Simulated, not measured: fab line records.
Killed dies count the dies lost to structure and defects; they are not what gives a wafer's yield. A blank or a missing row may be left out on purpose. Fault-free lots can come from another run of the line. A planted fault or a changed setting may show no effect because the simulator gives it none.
Which of the tools did it? || flow n5-finfet || Sampling: 9 lots, 27 wafers, 5 of 1938 route steps

## WHAT EACH GAUGE READ, for each wafer
N5_BEOL_M4_RC_MEAS_101.
{"lot": "L781", "measured": "day 7 12:11", "on": "prober-02", "DIBL_N (mV/V)": "38.6 34.9 38.5"}
{"lot": "L783", "measured": "day 8 13:29", "on": "prober-01", "DIBL_N (mV/V)": "37.0 36.9 37.1"}
{"lot": "L786", "measured": "day 8 17:46", "on": "prober-01", "DIBL_N (mV/V)": "37.7 39.2 34.7"}
{"lot": "L794", "measured": "day 11 02:07", "on": "prober-02", "DIBL_N (mV/V)": "34.3 36.4 35.6"}
{"lot": "L797", "measured": "day 11 22:59", "on": "prober-01", "DIBL_N (mV/V)": "37.2 38.1 35.6"}
{"lot": "L798", "measured": "day 12 05:23", "on": "prober-01", "DIBL_N (mV/V)": "35.7 33.8 37.9"}
{"lot": "L800", "measured": "day 12 11:42", "on": "prober-01", "DIBL_N (mV/V)": "36.0 36.6 33.2"}
{"lot": "L802", "measured": "day 13 00:08", "on": "prober-02", "DIBL_N (mV/V)": "39.5 36.3 37.7"}
{"lot": "L803", "measured": "day 13 08:35", "on": "prober-02", "DIBL_N (mV/V)": "33.4 34.7 36.5"}

## EACH LOT AND THE TOOL THAT RAN IT (in order: tool; ch and the chambers of the sampled wafers; start)
{"lot": "L781", "N5_FIN_SAQP_DESCUM_21": "rie-diel-01 ch 0,1, day 1 23:29", "N5_FIN_SAQP_RECESS_75": "vapor-etch-02 ch 0,1, day 2 00:11", "N5_FIN_SAQP_SPACER1_ALD_24": "ald-sin-03 ch 1,2,3, day 2 00:42", "N5_FIN_SAQP_MANDREL_ETCH_58": "rie-si-04 ch 0,2,3, day 2 01:53"}
{"lot": "L783", "N5_FIN_SAQP_DESCUM_21": "rie-diel-01 ch 1,2, day 2 10:46", "N5_FIN_SAQP_RECESS_75": "vapor-etch-02 ch 0,1, day 2 11:36", "N5_FIN_SAQP_SPACER1_ALD_24": "ald-sin-01 ch 0,2,3, day 2 11:59", "N5_FIN_SAQP_MANDREL_ETCH_58": "rie-si-01 ch 0,1,2, day 2 13:13"}
{"lot": "L786", "N5_FIN_SAQP_DESCUM_21": "rie-diel-01 ch 0,1,2, day 3 03:53", "N5_FIN_SAQP_RECESS_75": "vapor-etch-02 ch 0,1, day 3 04:35", "N5_FIN_SAQP_SPACER1_ALD_24": "ald-sin-01 ch 1,2,3, day 3 05:22", "N5_FIN_SAQP_MANDREL_ETCH_58": "rie-si-01 ch 0,2,3, day 3 06:29"}
{"lot": "L794", "N5_FIN_SAQP_DESCUM_21": "rie-diel-01 ch 0,2,3, day 5 04:23", "N5_FIN_SAQP_RECESS_75": "vapor-etch-01 ch 0,1, day 5 05:07", "N5_FIN_SAQP_SPACER1_ALD_24": "ald-sin-04 ch 0,1,3, day 5 05:29", "N5_FIN_SAQP_MANDREL_ETCH_58": "rie-si-05 ch 1,2, day 5 06:38"}
{"lot": "L797", "N5_FIN_SAQP_DESCUM_21": "rie-diel-06 ch 0,2, day 5 21:52", "N5_FIN_SAQP_RECESS_75": "vapor-etch-01 ch 0,1, day 5 22:48", "N5_FIN_SAQP_SPACER1_ALD_24": "ald-sin-01 ch 1,2,3, day 5 23:11", "N5_FIN_SAQP_MANDREL_ETCH_58": "rie-si-05 ch 2,3, day 6 00:17"}
{"lot": "L798", "N5_FIN_SAQP_DESCUM_21": "rie-diel-01 ch 1,2, day 6 04:21", "N5_FIN_SAQP_RECESS_75": "vapor-etch-02 ch 0,1, day 6 05:03", "N5_FIN_SAQP_SPACER1_ALD_24": "ald-sin-03 ch 0,2, day 6 05:26", "N5_FIN_SAQP_MANDREL_ETCH_58": "rie-si-05 ch 0,1,3, day 6 06:32"}
{"lot": "L800", "N5_FIN_SAQP_DESCUM_21": "rie-diel-01 ch 1,2,3, day 6 16:28", "N5_FIN_SAQP_RECESS_75": "vapor-etch-02 ch 0,1, day 6 17:11", "N5_FIN_SAQP_SPACER1_ALD_24": "ald-sin-01 ch 0,2,3, day 6 17:34", "N5_FIN_SAQP_MANDREL_ETCH_58": "rie-si-01 ch 0,2,3, day 6 18:40"}
{"lot": "L802", "N5_FIN_SAQP_DESCUM_21": "rie-diel-02 ch 1,2,3, day 7 04:04", "N5_FIN_SAQP_RECESS_75": "vapor-etch-02 ch 0,1, day 7 04:46", "N5_FIN_SAQP_SPACER1_ALD_24": "ald-sin-04 ch 1,2,3, day 7 05:20", "N5_FIN_SAQP_MANDREL_ETCH_58": "rie-si-05 ch 0,2,3, day 7 06:31"}
{"lot": "L803", "N5_FIN_SAQP_DESCUM_21": "rie-diel-06 ch 1,2,3, day 7 10:32", "N5_FIN_SAQP_RECESS_75": "vapor-etch-01 ch 0, day 7 11:15", "N5_FIN_SAQP_SPACER1_ALD_24": "ald-sin-03 ch 1,2,3, day 7 11:38", "N5_FIN_SAQP_MANDREL_ETCH_58": "rie-si-05 ch 0,2,3, day 7 12:44"}
- N5_FIN_SAQP_DESCUM_21: chemistry O2, time 7.9 s.
- N5_FIN_SAQP_RECESS_75: chemistry HF/NH3, target SiO2, target depth 14.4 nm, afs cycles 3, sublimation time 60 s.
- N5_FIN_SAQP_SPACER1_ALD_24: deposits SiO2, target thk 20.3 nm, pulse time 1 s, purge time 2 s.
- N5_FIN_SAQP_MANDREL_ETCH_58: etches a-Si in HBr/Cl2, stops on SiNx, target depth 45 nm, bt time 10 s, time 27 s.

## THE ANSWER, worked out from the rows above alone
Rule: the usual values come from the lots themselves. The widest of any qualifying gaps counts: lots, ordered by their means at a reading, are off when they make up no more than a third of the lots, leave a main group of 4 or more, and stand apart from it by 3 or more times the standard deviation of that group's means. A main group whose means are all the same, to the digits that the tables above print for the reading, isn't used. Also off: a lot with no number at a reading for which 4 or more lots have one. The other lots that the step has rows for count as sound.
No lot is off on any of the readings shown, so nothing can be concluded from this.

## WHAT THE SIMULATOR HAD PUT IN
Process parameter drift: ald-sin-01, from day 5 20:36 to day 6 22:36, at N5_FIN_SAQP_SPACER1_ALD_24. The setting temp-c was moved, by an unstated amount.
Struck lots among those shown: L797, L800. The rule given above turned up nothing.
